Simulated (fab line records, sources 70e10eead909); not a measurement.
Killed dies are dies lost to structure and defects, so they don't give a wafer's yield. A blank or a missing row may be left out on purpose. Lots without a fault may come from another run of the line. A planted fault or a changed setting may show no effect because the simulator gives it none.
fab line records | flow nand_harc
record lots=7 wafers=21 last_day=31
route steps=1302 shown A_STAIRCASE@837 END@1302
lots that met no fault: from a run of the same line without faults
start_h: hours from the record's first day to the start of the lot's first wafer shown | wait_h: hours since the lot's step before | " the same as in the row above | L1.1+2: a row that stands for several wafers | - no value, or no start given | * or withheld: withheld | < > ~ a bound
route shown NAME@n: a module of which the file shows steps, and the number in the route of the first | usual: mean/standard deviation of fault-free wafers | same: alike in all rows | chamber/n: place in a boat | sites: the reading at each site | _std_site: their standard deviation | _edge_site: outer sites' mean less inner sites' | radius_mm: how far each site lies from the wafer's centre | mask NAME#n: copy n | behind: the tool/chamber that last shaped the wafer | hold: why the lot was held/for how many hours/how that ended | device: the transistor (n, p or np) that didn't switch | end of line: the same wafers' tests at the end of the route | a step without rows: its recipe alone | killed: dies lost to structure and defects at the first sort, not the wafer's yield | map: a wafer's dies, x killed, . not, _ none there
set.NAME: the setting as run; set.NAME@STEP: as run at that earlier step | model.NAME: the simulator's own value behind a step, which no gauge read
lots at some steps of the route; a table a step, a row a wafer
services: from which hour (start_h, from the record's first day; less than 0 if before it) a tool's chamber was out of use, for how many hours, and why
## steps
# step NHARC_A_STAIRCASE_STRIP_317
# recipe time_s=900 temp_c=130 chemistry=SPM
# step NHARC_A_STAIRCASE_PRECLEAN_318
# recipe time_s=* temp_c=50 bath_age_min=0 chemistry=SC1
# step NHARC_A_STAIRCASE_SRD_329
# step NHARC_A_STAIRCASE_ALD_415
# recipe target_thk_a=300 pulse_time_s=6 ald_cycles=300 temp_c=300 material=SiO2
# usual heater_power_w=465/43 precursor_pulse_height_rel=1.002/0.02
# columns lot.wafer tool chamber start_h wait_h heater_power_w precursor_pulse_height_rel
L146.1 ald_hk-01 3 384.08 0.1 431 1.020
L146.2 " 0 " " 501 0.969
L146.5 " 0 " " 506 0.985
L147.3 ald_hk-01 3 388.39 0.5 451 0.958
L147.5 " 1 " " 440 0.991
L147.6 " 2 " " 484 0.994
L150.2 ald_hk-04 0 417.23 0.3 486 1.019
L150.3 " 1 " " 511 0.994
L150.5 " 3 " " 408 0.959
L153.2 ald_hk-04 2 453.73 0.1 464 1.040
L153.3 " 3 " " 444 0.984
L153.1 " 0 " " 477 0.967
L158.4 ald_hk-04 2 506.06 0.1 460 1.047
L158.3 " 0 " " 491 0.989
L158.5 " 3 " " 422 1.018
L160.1 ald_hk-04 3 528.67 0.3 436 0.999
L160.3 " 1 " " 551 1.005
L160.6 " 2 " " 456 0.976
L163.3 ald_hk-03 1 552.58 1.8 375 1.009
L163.1 " 3 " " 443 0.980
L163.5 " 2 " " 417 0.954
# step NHARC_A_STAIRCASE_ETCHBACK_416
# recipe target_depth_a=360 time_s=7.2 c4f8_flow_sccm=withheld o2_flow_sccm=8 ar_flow_sccm=withheld rf_w=600 bias_w=800 chemistry=C4F8/O2/Ar
# usual oes_product_au=0.934/0.026 rf_vpp_V=723/3.9
# same time_s=7.2
# columns lot.wafer tool chamber start_h wait_h oes_product_au rf_hours_counter_h rf_vpp_V
L146.1 rie_diel-03 2 - - 0.923 30 723
L146.2 " 3 " " 0.930 31 731
L146.5 " 1 " " 0.925 - 722
L147.3 rie_diel-08 1 - - 0.926 4 730
L147.6 " 0 " " 0.934 - 726
L147.5 " 1 " " 0.927 - 732
L150.2 rie_diel-03 0 - - 0.941 30 720
L150.3 " 1 " " 0.929 42 720
L150.5 " 2 " " 0.928 - 720
L153.2 rie_diel-03 2 - - 1.003 47 720
L153.3 " 3 " " 0.930 56 730
L153.1 " 1 " " 0.934 58 721
L158.4 rie_diel-08 1 - - 0.936 41 728
L158.3 " 0 " " 0.931 42 725
L158.5 " 1 " " 0.917 - 728
L160.1 rie_diel-08 1 - - 0.914 50 729
L160.3 " 0 " " 0.937 52 723
L160.6 " 1 " " 0.913 - 729
L163.1 rie_diel-03 2 - - 0.928 35 719
L163.3 " 3 " " 0.938 33 729
L163.5 " 0 " " 0.944 - 721
# step NHARC_A_STAIRCASE_STRIP_476
# recipe time_s=20 o2_flow_sccm=500 ar_flow_sccm=0 bias_w=0 chemistry=O2
# usual drypump_motor_current_A=5.6/0.47 mfc_ar_sccm=0.008/0.012 oes_product_au=1.000/0.012 rf_vpp_V=57.7/0.88 showerhead_plenum_p_Torr=3.53/0.12 throttle_valve_pct=17.036/0.0077
# same time_s=20
# columns lot.wafer tool chamber start_h wait_h drypump_motor_current_A mfc_ar_sccm oes_product_au rf_hours_counter_h rf_vpp_V showerhead_plenum_p_Torr throttle_valve_pct
L146.1 rie_diel-03 0 386.48 0.1 5.3 0 1.018 19 58.2 3.44 17.047
L146.2 " 2 " " 4.8 0 1.013 30 58.2 3.46 17.034
L146.5 " 0 " " 5.3 0 1.017 - 58.0 3.44 17.033
L147.3 rie_diel-08 1 390.12 0.1 5.6 0.002 0.987 4 58.2 3.74 17.050
L147.5 " 3 " " 5.0 0.043 0.993 - 57.1 3.59 17.041
L147.6 " 0 " " 5.6 0 0.998 - 58.2 3.59 17.035
L150.3 rie_diel-03 1 419.17 0.1 6.2 0 0.992 42 57.1 3.48 17.032
L150.2 " 3 " " 5.7 0.003 1.009 42 59.4 3.78 17.031
L150.5 " 1 " " 6.1 0 1.005 - 58.6 3.48 17.028
L153.2 rie_diel-03 3 455.89 0.1 5.7 0.003 0.995 56 58.7 3.78 17.045
L153.1 " 0 " " 5.3 0 1.009 45 58.0 3.43 17.041
L153.3 " 1 " " 6.1 0 1.000 58 58.1 3.47 17.030
L158.3 rie_diel-08 1 508.29 0.1 5.6 0.002 1.005 41 59.2 3.72 17.021
L158.4 " 0 " " 5.6 0 1.005 42 58.9 3.57 17.028
L158.5 " 2 " " 5.7 0.011 0.989 - 56.7 3.35 17.040
L160.1 rie_diel-08 2 530.75 0.2 5.8 0.011 1.000 51 56.7 3.34 17.036
L160.3 " 3 " " 5.0 0.043 1.017 54 58.1 3.57 17.052
L160.6 " 2 " " 5.8 0.011 0.998 - 56.8 3.34 17.040
L163.1 rie_diel-03 2 554.76 0.1 4.8 0 0.998 35 57.0 3.43 17.037
L163.3 " 3 " " 5.7 0.003 1.008 33 58.4 3.76 17.032
L163.5 " 3 " " 5.7 0.003 1.009 - 57.6 3.76 17.033
# step NHARC_A_STAIRCASE_DEP_417
# recipe target_thk_a=600 step_coverage_pct=20 temp_c=400 target_thk_nm=60 flow_sccm=200 rf_w=450 material=Si3N4
# usual heater_power_w=677/78
# columns lot.wafer tool chamber start_h wait_h heater_power_w
L146.2 pecvd-03 2 386.57 - 662
L146.1 " 0 " " 756
L146.5 " 2 " " 665
L147.3 pecvd-03 0 390.21 - 728
L147.5 " 0 " " 713
L147.6 " 2 " " 626
L150.3 pecvd-01 2 419.27 - 773
L150.2 " 0 " " 790
L150.5 " 2 " " 773
L153.1 pecvd-01 2 455.98 - 778
L153.2 " 0 " " 799
L153.3 " 1 " " 706
L158.3 pecvd-04 2 508.47 - 526
L158.5 " 0 " " 686
L158.4 " 2 " " 532
L160.1 pecvd-01 1 530.84 - 744
L160.3 " 0 " " 705
L160.6 " 0 " " 690
L163.3 pecvd-01 1 554.87 - 635
L163.1 " 0 " " 794
L163.5 " 0 " " 762
# step NHARC_A_STAIRCASE_WET_418
# recipe temp_c=160 target_depth_a=200 chemistry=H3PO4
# step NHARC_A_STAIRCASE_PRECLEAN_419
# recipe time_s=* temp_c=50 bath_age_min=0 chemistry=SC1
# step NHARC_A_STAIRCASE_SRD_421
# step NHARC_A_STAIRCASE_ALD_420
# recipe target_thk_a=200 pulse_time_s=6 ald_cycles=200 temp_c=300 material=SiO2
# usual heater_power_w=465/50 precursor_pulse_height_rel=1.000/0.02
# columns lot.wafer tool chamber start_h wait_h heater_power_w precursor_pulse_height_rel
L146.1 ald_hk-03 1 389.28 - 374 1.017
L146.2 " 2 " " 414 0.999
L146.5 " 2 " " 410 0.992
L147.3 ald_hk-01 0 393.40 - 493 1.006
L147.6 " 1 " " 441 0.978
L147.5 " 2 " " 487 0.989
L150.2 ald_hk-04 2 422.56 - 470 0.984
L150.3 " 1 " " 527 0.979
L150.5 " 3 " " 416 1.033
L153.1 ald_hk-03 1 458.69 - 380 1.016
L153.3 " 2 " " 425 0.977
L153.2 " 0 " " 544 0.965
L158.4 ald_hk-03 0 511.28 - 552 1.003
L158.3 " 2 " " 416 1.022
L158.5 " 3 " " 460 1.002
L160.3 ald_hk-01 0 533.56 - 486 1.015
L160.1 " 2 " " 501 1.018
L160.6 " 0 " " 504 1.003
L163.1 ald_hk-03 0 557.72 - 556 0.977
L163.3 " 1 " " 368 0.982
L163.5 " 0 " " 563 1.034
# step NHARC_A_STAIRCASE_CVD_552
# recipe target_thk_a=400 temp_c=700 pressure_mtorr=300 material=SiNx
# usual spike_tc_lower_C=698.3/1.1 zone_power_centre_pct=11.7/0.55 zone_power_upper_pct=8.7/0.46
# columns lot.wafer tool chamber start_h wait_h spike_tc_lower_C zone_power_centre_pct zone_power_upper_pct
L146.1 lpcvd-01 0 393.81 - 697.5 12.2 9.0
L146.2 " 0 " " 698.2 12.1 8.6
L146.5 " 0 " " 698.8 12.2 8.8
L146.1 lpcvd-01 0 400.69 3.7 698.4 12.2 8.6
L146.2 " 0 " " 699.8 12.2 8.7
L146.5 " 0 " " 701.5 12.2 8.8
L147.3 lpcvd-01 1 397.48 - 698.2 11.3 8.4
L147.5 " 1 " " 696.6 11.5 8.3
L147.6 " 1 " " 698.4 11.2 8.5
L150.2 lpcvd-01 0 426.18 - 699.1 12.3 8.6
L150.3 " 0 " " 697.4 12.3 8.9
L150.5 " 0 " " 698.9 12.1 8.9
L150.2 lpcvd-01 0 429.99 0.7 699.0 12.4 8.7
L150.3 " 0 " " 699.5 12.1 8.8
L150.5 " 0 " " 699.1 12.5 8.7
L153.1 lpcvd-01 1 464.19 5.2 698.2 10.9 8.4
L153.2 " 1 " " 697.2 11.3 8.3
L153.3 " 1 " " 697.4 11.2 8.3
L153.1 lpcvd-01 1 468.09 0.7 696.4 11.4 8.4
L153.2 " 1 " " 697.3 11.3 8.2
L153.3 " 1 " " 697.8 11.3 8.5
L158.3 lpcvd-01 0 515.69 - 701.9 12.3 8.8
L158.4 " 0 " " 698.5 12.4 8.9
L158.5 " 0 " " 698.3 12.2 8.9
L160.1 lpcvd-01 0 538.25 - 699.2 12.4 8.8
L160.3 " 0 " " 698.4 12.3 8.8
L160.6 " 0 " " 700.2 12.3 8.7
L163.1 lpcvd-01 1 563.88 - 696.1 11.2 8.4
L163.3 " 1 " " 697.3 11.2 8.4
L163.5 " 1 " " 698.5 11.4 8.5
# step NHARC_A_STAIRCASE_DEP_151
# recipe target_thk_a=72000 temp_c=400 target_thk_nm=7200 teos_flow_sccm=200 rf_w=500 material=SiO2
# step NHARC_END_SORT_01
# recipe temp_c=25
# usual killed_at_array=49/18 killed_at_other=0.7/1.1 killed_at_periphery=4.0/2.6 killed_dies=54/19 killed_open=3.4/1.7 killed_short=2.5/1.7
# same gross_dies=677
# columns lot.wafer tool chamber start_h wait_h killed_at_array killed_at_other killed_at_periphery killed_dies killed_open killed_short
L146.1 prober-01 0 559.36 2.5 675 0 2 677 3 6
L146.2 prober-01 0 560.16 2.8 672 0 5 677 5 4
L146.5 prober-01 0 562.57 3.7 670 2 5 677 1 1
L150.2 prober-02 0 591.10 2.8 675 0 2 677 3 3
L150.3 prober-02 0 591.89 3.1 670 0 7 677 6 1
L150.5 prober-02 0 593.47 3.7 675 0 2 677 5 1
L153.1 prober-02 0 630.66 2.5 675 1 1 677 6 3
L153.2 prober-02 0 631.47 2.8 675 0 2 677 4 4
L153.3 prober-02 0 632.28 3.1 673 0 4 677 6 3
# killed by level:class
L146.1 A_STAIRCASE:area_cvd=611 A_CHANNEL_HOLE_D1:chamber_film_flake=30 A_SLIT:chamber_film_flake=16 A_CONTACT:chamber_film_flake=5 A_SGD_CUT:chamber_film_flake=3 A_CHANNEL_FILL_D2:geometric_particle:short=2 A_WL_FILL:geometric_particle:short=2 P_GATE:geometric_particle:open=1
L146.2 A_STAIRCASE:area_cvd=621 A_SLIT:chamber_film_flake=18 A_CHANNEL_HOLE_D1:chamber_film_flake=14 A_CONTACT:chamber_film_flake=7 A_CHANNEL_HOLE_D2:chamber_film_flake=4 A_WL_FILL:geometric_particle:open=3 P_ZERO_WELL:chamber_film_flake=2 P_GATE:geometric_particle:short=1
L146.5 A_STAIRCASE:area_cvd=604 A_CHANNEL_HOLE_D1:chamber_film_flake=33 A_SLIT:chamber_film_flake=17 A_CONTACT:chamber_film_flake=7 A_CHANNEL_HOLE_D2:chamber_film_flake=5 P_ZERO_WELL:chamber_film_flake=2 P_GATE:chamber_film_flake=2 A_SGD_CUT:chamber_film_flake=2
L150.2 A_STAIRCASE:area_cvd=617 A_CHANNEL_HOLE_D2:chamber_film_flake=27 A_CHANNEL_HOLE_D1:chamber_film_flake=16 A_CONTACT:chamber_film_flake=3 P_GATE:chamber_film_flake=2 A_CHANNEL_FILL_D1:chamber_film_flake=2 A_DECK1_JOINT:chamber_film_flake=2 A_SOURCE_PLATE:geometric_particle:open=1
L150.3 A_STAIRCASE:area_cvd=602 A_CHANNEL_HOLE_D2:chamber_film_flake=34 A_CHANNEL_HOLE_D1:chamber_film_flake=14 A_CHANNEL_FILL_D1:chamber_film_flake=5 P_STI:chamber_film_flake=4 A_CONTACT:chamber_film_flake=4 A_DECK1_JOINT:chamber_film_flake=3 A_ONON_D1:geometric_particle:open=2
L150.5 A_STAIRCASE:area_cvd=649 A_CHANNEL_HOLE_D2:chamber_film_flake=10 A_CHANNEL_HOLE_D1:chamber_film_flake=8 P_M1:geometric_particle:open=2 A_ONON_D2:geometric_particle:open=2 A_CHANNEL_FILL_D1:chamber_film_flake=2 A_CHANNEL_HOLE_D2:geometric_particle:open=1 A_SGD_CUT:geometric_particle:short=1
L153.1 A_STAIRCASE:area_cvd=622 A_SLIT:chamber_film_flake=24 A_CHANNEL_HOLE_D1:chamber_film_flake=11 A_CHANNEL_HOLE_D2:chamber_film_flake=7 A_SOURCE_PLATE:geometric_particle:open=2 A_CONTACT:chamber_film_flake=2 P_M1:geometric_particle:open=1 A_ONON_D2:geometric_particle:open=1
L153.2 A_STAIRCASE:area_cvd=597 A_CHANNEL_HOLE_D2:chamber_film_flake=28 A_CHANNEL_HOLE_D1:chamber_film_flake=22 A_SLIT:chamber_film_flake=19 A_CONTACT:chamber_film_flake=2 P_CONTACT:geometric_particle:open=1 P_M0:geometric_particle:open=1 A_ONON_D1:geometric_particle:short=1
L153.3 A_STAIRCASE:area_cvd=607 A_CHANNEL_HOLE_D1:chamber_film_flake=26 A_SLIT:chamber_film_flake=15 A_CHANNEL_HOLE_D2:chamber_film_flake=12 A_STAIRCASE:chamber_film_flake=4 P_CONTACT:geometric_particle:open=2 A_CHANNEL_FILL_D2:chamber_film_flake=2 P_STI:geometric_particle:short=1
# map L146.1 (x killed, . not)
____________x____________
_________xxxxxxx_________
_______xxxxxxxxxxx_______
______xxxxxxxxxxxxx______
_____xxxxxxxxxxxxxxx_____
____xxxxxxxxxxxxxxxxx____
____xxxxxxxxxxxxxxxxx____
___xxxxxxxxxxxxxxxxxxx___
___xxxxxxxxxxxxxxxxxxx___
__xxxxxxxxxxxxxxxxxxxxx__
__xxxxxxxxxxxxxxxxxxxxx__
_xxxxxxxxxxxxxxxxxxxxxxx_
_xxxxxxxxxxxxxxxxxxxxxxx_
_xxxxxxxxxxxxxxxxxxxxxxx_
_xxxxxxxxxxxxxxxxxxxxxxx_
_xxxxxxxxxxxxxxxxxxxxxxx_
xxxxxxxxxxxxxxxxxxxxxxxxx
xxxxxxxxxxxxxxxxxxxxxxxxx
xxxxxxxxxxxxxxxxxxxxxxxxx
xxxxxxxxxxxxxxxxxxxxxxxxx
xxxxxxxxxxxxxxxxxxxxxxxxx
_xxxxxxxxxxxxxxxxxxxxxxx_
_xxxxxxxxxxxxxxxxxxxxxxx_
_xxxxxxxxxxxxxxxxxxxxxxx_
_xxxxxxxxxxxxxxxxxxxxxxx_
_xxxxxxxxxxxxxxxxxxxxxxx_
__xxxxxxxxxxxxxxxxxxxxx__
__xxxxxxxxxxxxxxxxxxxxx__
___xxxxxxxxxxxxxxxxxxx___
___xxxxxxxxxxxxxxxxxxx___
____xxxxxxxxxxxxxxxxx____
____xxxxxxxxxxxxxxxxx____
_____xxxxxxxxxxxxxxx_____
______xxxxxxxxxxxxx______
_______xxxxxxxxxxx_______
_________xxxxxxx_________
____________x____________
# map L150.2 (x killed, . not)
____________x____________
_________xxxxxxx_________
_______xxxxxxxxxxx_______
______xxxxxxxxxxxxx______
_____xxxxxxxxxxxxxxx_____
____xxxxxxxxxxxxxxxxx____
____xxxxxxxxxxxxxxxxx____
___xxxxxxxxxxxxxxxxxxx___
___xxxxxxxxxxxxxxxxxxx___
__xxxxxxxxxxxxxxxxxxxxx__
__xxxxxxxxxxxxxxxxxxxxx__
_xxxxxxxxxxxxxxxxxxxxxxx_
_xxxxxxxxxxxxxxxxxxxxxxx_
_xxxxxxxxxxxxxxxxxxxxxxx_
_xxxxxxxxxxxxxxxxxxxxxxx_
_xxxxxxxxxxxxxxxxxxxxxxx_
xxxxxxxxxxxxxxxxxxxxxxxxx
xxxxxxxxxxxxxxxxxxxxxxxxx
xxxxxxxxxxxxxxxxxxxxxxxxx
xxxxxxxxxxxxxxxxxxxxxxxxx
xxxxxxxxxxxxxxxxxxxxxxxxx
_xxxxxxxxxxxxxxxxxxxxxxx_
_xxxxxxxxxxxxxxxxxxxxxxx_
_xxxxxxxxxxxxxxxxxxxxxxx_
_xxxxxxxxxxxxxxxxxxxxxxx_
_xxxxxxxxxxxxxxxxxxxxxxx_
__xxxxxxxxxxxxxxxxxxxxx__
__xxxxxxxxxxxxxxxxxxxxx__
___xxxxxxxxxxxxxxxxxxx___
___xxxxxxxxxxxxxxxxxxx___
____xxxxxxxxxxxxxxxxx____
____xxxxxxxxxxxxxxxxx____
_____xxxxxxxxxxxxxxx_____
______xxxxxxxxxxxxx______
_______xxxxxxxxxxx_______
_________xxxxxxx_________
____________x____________
## services
# columns tool chamber start_h hours kind
rie_diel-03 0 364.10 - clean
rie_diel-03 1 364.10 - clean
rie_diel-03 2 364.10 - clean
rie_diel-03 3 364.10 - clean
pecvd-03 - 366.09 13.0 pm
rie_diel-08 - 368.21 9.0 pm
rie_diel-03 0 388.61 - clean
rie_diel-03 1 388.61 - clean
rie_diel-03 2 388.61 - clean
rie_diel-03 3 388.61 - clean
rie_diel-08 0 390.98 3.2 repair
ald_hk-03 - 392.15 10.0 pm
rie_diel-03 2 432.20 15.3 repair
ald_hk-04 - 433.83 10.0 pm
pecvd-04 - 438.16 3.1 repair
rie_diel-08 - 444.42 3.7 repair
pecvd-04 - 450.00 13.0 pm
rie_diel-03 - 458.56 9.0 pm
ald_hk-01 - 481.47 10.0 pm
pecvd-01 - 492.00 13.0 pm
pecvd-01 0 525.36 4.0 repair
rie_diel-08 1 542.38 3.7 repair
rie_diel-08 - 545.21 9.0 pm
pecvd-03 - 547.09 13.0 pm
## key
first_sign step=NHARC_A_STAIRCASE_CVD_552 reading=visit direction=added
effect step=NHARC_END_SORT_01 reading=killed_at_array direction=up sigmas=34 usual=49 struck=673
more_kills_born_at NHARC_A_STAIRCASE_CVD_552@lpcvd-01=5530
met_at NHARC_A_STAIRCASE_CVD_552
struck_wafers L146.1,L146.2,L146.5,L150.2,L150.3,L150.5,L153.1,L153.2,L153.3
later_rows_left_out L146.1,L146.2,L146.5,L150.2,L150.3,L150.5,L153.1,L153.2,L153.3
tester_left_out L146,L150,L153
fault kind=repeated_step_whole tool=lpcvd-01,lpcvd-02 chamber=- onset_h=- steps=NHARC_A_STAIRCASE_CVD_552 times=1 scope=struck_lots_only
# tester_left_out: of these lots the tester's yield and bins aren't shown, on N5 and GAA mostly nor the transistor test; their killed dies are dies lost to structure and defects alone, not to doping, threshold or leakage, so they don't give the yield
# later_rows_left_out: the simulator's readings of these wafers behind a module that went badly wrong aren't trusted and aren't shown, but for the sort
